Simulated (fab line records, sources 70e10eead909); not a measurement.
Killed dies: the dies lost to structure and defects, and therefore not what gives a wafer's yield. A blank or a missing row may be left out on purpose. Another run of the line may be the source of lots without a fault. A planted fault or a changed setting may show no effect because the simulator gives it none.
Which tool is to blame?    flow nand-harc    38 wafers from 14 lots sampled at 6 of the route's 1302 steps

== WHAT THE GAUGES SHOWED, per wafer ==
NHARC_A_ONON_D1_THK_MEAS_21: measures by ellipsometry.
lot   measured      on             thk-nm (nm)
L954  day 8 13:32   film-metro-02  995 994 993
L963  day 12 15:12  film-metro-02  1495 1494
L964  day 12 18:59  film-metro-01  1481 1481
L966  day 13 11:07  film-metro-01  1001 1000 1000
L968  day 14 06:35  film-metro-02  990 992 991
L967  day 14 06:35  film-metro-01  992 991 992
L969  day 15 01:10  film-metro-02  985 988 988
L970  day 15 09:04  film-metro-02  1013 1013 1012
L971  day 15 09:02  film-metro-01  1004 1003 1003
L972  day 15 23:35  film-metro-01  1011 1013 1013
L974  day 16 16:47  film-metro-01  1009 1009 1012
L973  day 16 16:47  film-metro-01  987 990 988
L975  day 17 06:55  film-metro-02  1000 1002 999
L976  day 18 03:14  film-metro-01  1009 1009 1011

NHARC_A_CHANNEL_HOLE_D1_INSPECT_12.
lot   measured      on                 raw-defect-count
L954  day 8 18:50   defect-inspect-02  4 4 7
L966  day 13 16:15  defect-inspect-02  3 2 3
L968  day 14 12:38  defect-inspect-02  0 2 3
L967  day 14 11:31  defect-inspect-02  5 6 6
L969  day 15 06:08  defect-inspect-02  5 5 7
L970  day 15 14:57  defect-inspect-02  5 2 3
L971  day 15 14:48  defect-inspect-01  6 7 5
L972  day 16 04:41  defect-inspect-02  4 2 4
L974  day 17 02:02  defect-inspect-02  10 6 6
L973  day 17 02:32  defect-inspect-02  3 7 10
L975  day 17 12:02  defect-inspect-02  7 6 6
L976  day 18 08:35  defect-inspect-01  7 5 9

NHARC_END_SORT_01.
lot   measured      on         killed-at-array  killed-at-other  killed-at-periphery  killed-dies  killed-open  killed-short
L954  day 24 19:35  prober-01  76 76 88         0 1 1            5 8 7                81 85 96     4 3 7        4 2 1
L963  day 28 07:32  prober-01  671              3                3                    677          5            6
L964  day 29 05:34  prober-02  675              0                2                    677          4            2
L966  day 29 12:34  prober-02  64 66 58         4 3 1            1 3 0                69 72 59     3 1 5        3 4 2
L968  day 30 21:44  prober-02  73 52 75         0 0 1            13 10 9              86 62 85     2 3 3        2 4 8
L967  day 30 21:41  prober-01  71 84 74         1 2 0            11 7 5               83 93 79     4 5 2        2 2 2
L969  day 31 12:55  prober-01  41 36 40         2 2 1            1 4 3                44 42 44     3 4 5        0 2 4
L970  day 31 12:59  prober-02  35 34 27         0 1 1            2 3 1                37 38 29     5 0 2        1 2 0

== EACH LOT AND THE TOOL THAT RAN IT (in order: tool; ch and the chambers of the sampled wafers; start) ==
lot   NHARC_P_BONDPAD_DESCUM_11           NHARC_A_ONON_D1_DEP_19            NHARC_A_CHANNEL_HOLE_D1_DEP_00
L954  rie-diel-08 ch 0,1,2, day 6 23:56   pecvd-onon-04 ch 0, day 8 13:01   acl-dep-03 ch 0, day 8 16:03
L963  rie-diel-11 ch 3, day 10 22:16      pecvd-onon-04 ch 0, day 12 14:48  -
L964  rie-diel-08 ch 0, day 11 05:46      pecvd-onon-04 ch 0, day 12 18:35  -
L966  rie-diel-03 ch 1,2,3, day 11 19:25  pecvd-onon-01 ch 0, day 13 10:40  acl-dep-03 ch 0, day 13 13:47
L968  rie-diel-11 ch 0,1,2, day 12 18:11  pecvd-onon-03 ch 0, day 14 06:08  acl-dep-03 ch 0, day 14 10:10
L967  rie-diel-11 ch 1,2,3, day 12 18:59  pecvd-onon-01 ch 0, day 14 06:07  acl-dep-01 ch 0, day 14 09:11
L969  rie-diel-11 ch 0,3, day 13 12:29    pecvd-onon-01 ch 0, day 15 00:40  acl-dep-03 ch 0, day 15 03:28
L970  rie-diel-03 ch 0,2, day 13 19:50    pecvd-onon-01 ch 0, day 15 08:34  acl-dep-02 ch 0, day 15 12:03
L971  rie-diel-11 ch 0,1, day 13 21:37    pecvd-onon-03 ch 0, day 15 08:32  acl-dep-03 ch 0, day 15 12:03
L972  rie-diel-11 ch 0,1,2, day 14 11:08  pecvd-onon-03 ch 0, day 15 23:11  acl-dep-02 ch 0, day 16 02:32
L974  rie-diel-03 ch 1,2, day 15 03:25    pecvd-onon-04 ch 0, day 16 16:27  acl-dep-03 ch 0, day 17 00:14
L973  rie-diel-03 ch 0,2,3, day 15 03:55  pecvd-onon-01 ch 0, day 16 16:20  acl-dep-02 ch 0, day 17 00:06
L975  rie-diel-11 ch 0,2,3, day 15 16:25  pecvd-onon-04 ch 0, day 17 06:25  acl-dep-03 ch 0, day 17 09:13
L976  rie-diel-11 ch 0,2,3, day 16 12:49  pecvd-onon-04 ch 0, day 18 02:50  acl-dep-02 ch 0, day 18 06:22
- NHARC_P_BONDPAD_DESCUM_11: chemistry O2, time 3 s.
- NHARC_A_ONON_D1_DEP_19: target thk 1000 nm.
- NHARC_A_CHANNEL_HOLE_D1_DEP_00: deposits aC, target thk 3100 nm.

== WHAT THE TOOLS THEMSELVES READ (means of the sampled wafers that have a number; where no wafer has one, the mark that the record gives instead) ==
NHARC_P_BONDPAD_DESCUM_11.
lot   tool         drypump-motor-current-A (A)  oes-product-au (a.u.)  rf-vpp-V (V)  showerhead-plenum-p-Torr (Torr)  throttle-valve-pct (%)
L954  rie-diel-08  6.0                          0.997                  58.4          1.96                             11.311
L963  rie-diel-11  5.8                          0.997                  57.2          1.86                             11.296
L964  rie-diel-08  5.8                          1.020                  58.1          2.00                             11.305
L966  rie-diel-03  5.7                          0.998                  58.3          1.91                             11.307
L968  rie-diel-11  5.7                          0.996                  58.2          1.98                             11.309
L967  rie-diel-11  5.7                          1.005                  57.7          1.97                             11.310
L969  rie-diel-11  5.7                          0.990                  58.4          1.87                             11.314
L970  rie-diel-03  5.2                          1.002                  58.8          1.97                             11.313
L971  rie-diel-11  6.0                          1.003                  58.1          1.96                             11.312
L972  rie-diel-11  5.6                          0.997                  59.0          1.98                             11.312
L974  rie-diel-03  5.7                          1.014                  57.6          1.97                             11.306
L973  rie-diel-03  5.5                          0.995                  57.3          1.91                             11.308
L975  rie-diel-11  5.5                          0.999                  58.0          1.94                             11.305
L976  rie-diel-11  5.5                          1.000                  57.8          1.94                             11.318

NHARC_A_CHANNEL_HOLE_D1_DEP_00.
lot   tool        throttle-valve-pct (%)
L954  acl-dep-03  35.009
L966  acl-dep-03  34.997
L968  acl-dep-03  35.004
L967  acl-dep-01  34.995
L969  acl-dep-03  35.006
L970  acl-dep-02  34.995
L971  acl-dep-03  34.993
L972  acl-dep-02  34.992
L974  acl-dep-03  34.996
L973  acl-dep-02  35.005
L975  acl-dep-03  35.005
L976  acl-dep-02  35.008

== THE ANSWER, worked out from the rows above alone ==
Rule: the usual values come from the lots themselves. Put in order of their means at a reading, lots are off if they are a third of the lots or fewer, leave a main group of 4 or more, and stand apart from it by a gap of 3 or more times the standard deviation of the main group's means; of several such gaps the widest counts. The tables above print the reading to a certain number of digits; a main group whose means all agree to those digits is not used. Also off: a lot with no number at a reading for which 4 or more lots have one. Where the step has rows for the other lots, those lots are counted as sound. Order of review: gauges by route order, followed by the tools' own readings, for which a lot's mean as printed above is used. At the first step where some lot is off, the reading lying furthest off is the one used; lots without a number count as furthest.
Off, at NHARC_A_ONON_D1_THK_MEAS_21 on thk-nm: L963, L964. The main group has a mean of 1000 nm with a standard deviation of 9.2.
A tool fits if, at a process step before that reading, it ran every lot that is off, and no sound lot after the first of them. The gauges at NHARC_A_ONON_D1_THK_MEAS_21 aren't tried: what is off there is off at NHARC_END_SORT_01 too, on other tools, and a gauge's error can't cause that. Not one of the candidates tried fits.

== WHAT HAD BEEN PUT IN BY THE SIMULATOR ==
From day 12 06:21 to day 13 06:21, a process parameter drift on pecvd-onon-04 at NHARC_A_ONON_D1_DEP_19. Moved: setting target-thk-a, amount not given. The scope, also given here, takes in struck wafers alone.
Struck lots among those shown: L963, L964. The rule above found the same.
